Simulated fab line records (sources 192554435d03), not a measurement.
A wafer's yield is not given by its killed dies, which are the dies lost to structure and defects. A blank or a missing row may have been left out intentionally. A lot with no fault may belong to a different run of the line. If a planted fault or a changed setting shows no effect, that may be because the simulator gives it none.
Matching of chambers ; flow n5Finfet ; N5_FIN_SAQP_FIN_ETCH_36 on rieSi-02 has 4 sister chambers
The step etches the open film in HBr/Cl2/O2, target depth 120 nm, time 50.4 s. 18 wafers are shown with their chamber, then 9 later ones without.

== WAFERS PAIRED WITH THEIR CHAMBERS ==
wafer;chamber;drypumpMotorCurrentA (A);throttleValvePct (%);oesProductAu (a.u.)
L075.2;0;4.9;36.7;0.982
L075.5;1;4.9;35.1;1.013
L075.6;2;6.4;36.0;0.984
L077.2;0;4.9;36.7;0.981
L077.3;1;4.9;35.1;1.027
L077.4;3;5.8;35.0;0.975
L079.1;3;5.8;35.0;0.971
L079.4;1;4.9;35.1;1.020
L079.6;0;4.9;36.7;0.995
L083.1;3;5.8;35.0;0.978
L083.3;0;4.9;36.7;0.996
L083.6;2;6.4;36.0;0.990
L084.1;0;4.9;36.8;0.987
L084.2;3;5.9;35.0;0.972
L084.5;2;6.4;36.0;0.992
L087.1;1;4.9;35.1;1.022
L087.2;3;5.8;35.0;0.967
L087.3;0;4.9;36.8;0.992

SIGNATURES, as means of the wafers listed above
reading;chamber 0;chamber 1;chamber 2;chamber 3;scatter within a chamber
drypumpMotorCurrentA;4.900;4.900;6.400;5.820;0.0239
throttleValvePct;36.733;35.100;36.000;35.000;0.0309
oesProductAu;0.98883;1.02050;0.98867;0.97260;0.00545
Rule: distance of a wafer from a chamber = root of the sum over the readings of ((wafer's reading minus chamber's mean) / reading's scatter) squared. If the next closest chamber is less than 2 further off than the closest, the wafer can't be placed; otherwise it belongs to the closest. The scatter is the square root of a quotient: the sum, over the shown wafers, of each reading's squared deviation from its chamber's mean, divided by wafers minus chambers.

== WAFERS WITH NO CHAMBER GIVEN ==
wafer;drypumpMotorCurrentA (A);throttleValvePct (%);oesProductAu (a.u.)
L091.3;5.8;35.0;0.974
L091.4;4.9;36.7;0.995
L091.6;4.9;36.8;0.982
L093.1;6.4;36.0;0.998
L093.4;5.8;35.0;0.969
L093.6;6.4;36.0;1.003
L096.2;4.9;36.8;0.983
L096.3;5.8;35.0;0.969
L096.5;5.9;35.0;0.976

== CHAMBER TAKEN BY EACH ==
wafer;from the rows above;in truth
L091.3;3;3
L091.4;0;0
L091.6;0;0
L093.1;2;2
L093.4;3;3
L093.6;2;2
L096.2;0;0
L096.3;3;3
L096.5;3;3
Correct placement for 9 of the 9. Not placeable from these rows: 0. Number placed wrongly: 0.
